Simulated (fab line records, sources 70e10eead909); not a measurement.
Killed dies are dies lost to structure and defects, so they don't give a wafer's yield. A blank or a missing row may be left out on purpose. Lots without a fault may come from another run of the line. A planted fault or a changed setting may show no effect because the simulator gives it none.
One fault seen from 2 desks | flow nand_harc | each desk has only its own numbers; what lay behind them comes last

THE TOOL OWNER'S DESK: litho_track-04
The tool's own readings at NHARC_A_CONTACT_SOFTBAKE_37 (time 55 s): means of the sampled wafers that have a number, for each lot that ran on this tool. A lot is out of limits, marked OUT, if its mean lies more than 4 standard deviations from the usual mean; the brackets give that distance.
Columns: A = chill_plate_temp_C at NHARC_A_CONTACT_SOFTBAKE_37, usual 22.98 C; B = exhaust_pa at NHARC_A_CONTACT_SOFTBAKE_37, usual 45.0 Pa; C = heater_power_total_W at NHARC_A_CONTACT_SOFTBAKE_37, usual 188.45 W; D = resist_line_temp_C at NHARC_A_CONTACT_SOFTBAKE_37, usual 22.99 C
lot  | first seen here | A     | B    | C                | D
L477 | day 21 12:00    | 23.11 | 44.6 | 188.53           | 22.95
L487 | day 25 12:00    | 23.02 | 44.9 | 188.40           | 23.01
L489 | day 25 22:00    | 22.89 | 45.5 | 188.48           | 23.05
L496 | day 29 11:00    | 22.93 | 44.7 | 192.37 (+28) OUT | 22.97
L498 | day 29 22:00    | 22.88 | 44.8 | 190.50 (+15) OUT | 23.10
This desk's finding: out of limits on L496, L498; first on L496, day 29 11:00 (heater_power_total_W at NHARC_A_CONTACT_SOFTBAKE_37). In limits: L477, L487, L489.

THE DEFECT DESK
What the inspections along the route counted, lot by lot: means of the sampled wafers that have a number. A lot is out of limits, marked OUT, if its mean lies more than 4 standard deviations from the usual mean; the brackets give that distance.
Columns: A = raw_defect_count at NHARC_A_CONTACT_INSPECT_44, usual 88
lot  | first seen here | A
L476 | day 20 17:58    | 74
L479 | day 21 13:04    | 119
L477 | day 21 13:28    | 93
L478 | day 22 15:49    | 114
L481 | day 22 23:20    | 107
L483 | day 24 04:11    | 81
L484 | day 24 12:49    | 85
L486 | day 25 00:08    | 82
L487 | day 25 13:00    | 43
L489 | day 25 23:06    | 21
L496 | day 29 12:17    | 59
L498 | day 29 22:53    | 100
This desk's finding: nothing out of limits on any of the 12 lots.

PUT TOGETHER
The tool owner's desk could have raised an alarm at day 29 11:00, on L496, L498.
The defect desk saw nothing out of limits.
The defect desk has L496, L498 on record, within its limits.
Of the lots named, all ran NHARC_A_CONTACT_SOFTBAKE_37 on litho_track-04.

WHAT THE SIMULATOR HAD PUT IN
Process parameter drift: litho_track-04, from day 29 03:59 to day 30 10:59, at NHARC_A_CONTACT_SOFTBAKE_37. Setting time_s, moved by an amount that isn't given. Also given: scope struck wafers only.
Lots struck among those shown: L496, L498.
Hours from the fault's start to each desk's first reading out of limits: the tool owner's desk, 7.
